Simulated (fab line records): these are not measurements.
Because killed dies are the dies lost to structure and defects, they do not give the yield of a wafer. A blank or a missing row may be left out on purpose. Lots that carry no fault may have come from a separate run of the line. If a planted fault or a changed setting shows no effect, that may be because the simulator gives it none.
Split-lot study ; flow n5 finfet ; 7 lots, 21 wafers read, on a route of 1938 steps

== THE SPLIT ITSELF ==
At N5_PASSIVATION_ETCH_54 (etches SiO2 in CHF3/O2, target depth 880 nm, time 440 s), the setting time s was moved away from the recipe's 440 s on 5 of the 21 wafers read, by -22.4% to +12.8%. The other wafers ran this setting at the recipe's value.

Reading taken at the split's own step.

== THE READING ==
etch.depth nm (the simulator's own value, which no gauge read), in nm, at N5_PASSIVATION_ETCH_54 (etches SiO2 in CHF3/O2, target depth 880 nm, time 440 s). The file does not state a usual value for it. Here, 16 wafers ran the recipe; their average is 883.8 nm with a standard deviation of 11 nm.

wafer;tool, chamber at the split;time s as run, s;against the recipe;etch.depth nm, nm;against lot-mates on the recipe
L074.2;rie diel-02, 1;440;recipe;883.5;-
L074.3;rie diel-02, 2;440;recipe;889.5;-
L074.5;rie diel-02, 1;472.5;+7.4%;956;+69.5
L076.1;rie diel-06, 0;403.3;-8.3%;806.4;-75.6
L076.4;rie diel-06, 2;440;recipe;882;-
L076.6;rie diel-06, 1;403.3;-8.3%;803.6;-78.4
L077.1;rie diel-05, 1;440;recipe;904.6;-
L077.4;rie diel-05, 3;440;recipe;881.7;-
L077.6;rie diel-05, 1;440;recipe;907.8;-
L081.3;rie diel-05, 1;440;recipe;892.1;-
L081.4;rie diel-05, 2;440;recipe;886;-
L081.5;rie diel-05, 0;341.4;-22.4%;684.8;-204.2
L092.1;rie diel-02, 3;440;recipe;873.4;-
L092.4;rie diel-02, 1;440;recipe;871.6;-
L092.6;rie diel-02, 2;440;recipe;866.1;-
L094.2;rie diel-05, 0;440;recipe;884.9;-
L094.5;rie diel-05, 2;440;recipe;895;-
L094.6;rie diel-05, 3;496.3;+12.8%;1001;+111.0
L097.1;rie diel-05, 0;440;recipe;875.9;-
L097.3;rie diel-05, 3;440;recipe;871.9;-
L097.5;rie diel-05, 0;440;recipe;875.2;-

THE FIT
A straight line over all 21 wafers: etch.depth nm changes by +9.09 nm for each +1% of time s; r = +0.98; the points scatter about the line by 11 nm.
The same after taking each lot's own level away (the mean of its wafers on the recipe; 21 wafers): +9.06 nm for each +1%; r = +1.00; scatter 5.5 nm.
On that fit, the largest move of time s shifts the reading by 2e+02 nm.
The span of the lots' own levels, 870.37 to 898.03 nm, comes to 2.4 times the standard deviation stated above.
So the lot-to-lot level changes the slope little: the two slopes agree.
Check: for one of the wafers moved furthest among these (-22.4%), held out of the fit, the line's prediction against its lot-mates is -202 nm. Against them it came out at -204 nm.

== THE WHOLE CHAIN: every reading that the file lists as answering this split, in the file's order ==
step;what it does;reading;change (the file's fit);r (the file's)
N5_PASSIVATION_ETCH_54;etches SiO2 in CHF3/O2, target depth 880 nm, time 440 s;PASSIVATION.feature depth nm (the simulator's own value, which no gauge read);+9.06 nm for each +1% of the setting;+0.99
N5_PASSIVATION_ETCH_54;etches SiO2 in CHF3/O2, target depth 880 nm, time 440 s;etch.depth nm (the simulator's own value, which no gauge read);+9.06 nm for each +1% of the setting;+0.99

== THE FILE'S OWN FIT ==
etch.depth nm changes by +9.06 nm for each +1% of time s, r = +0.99.
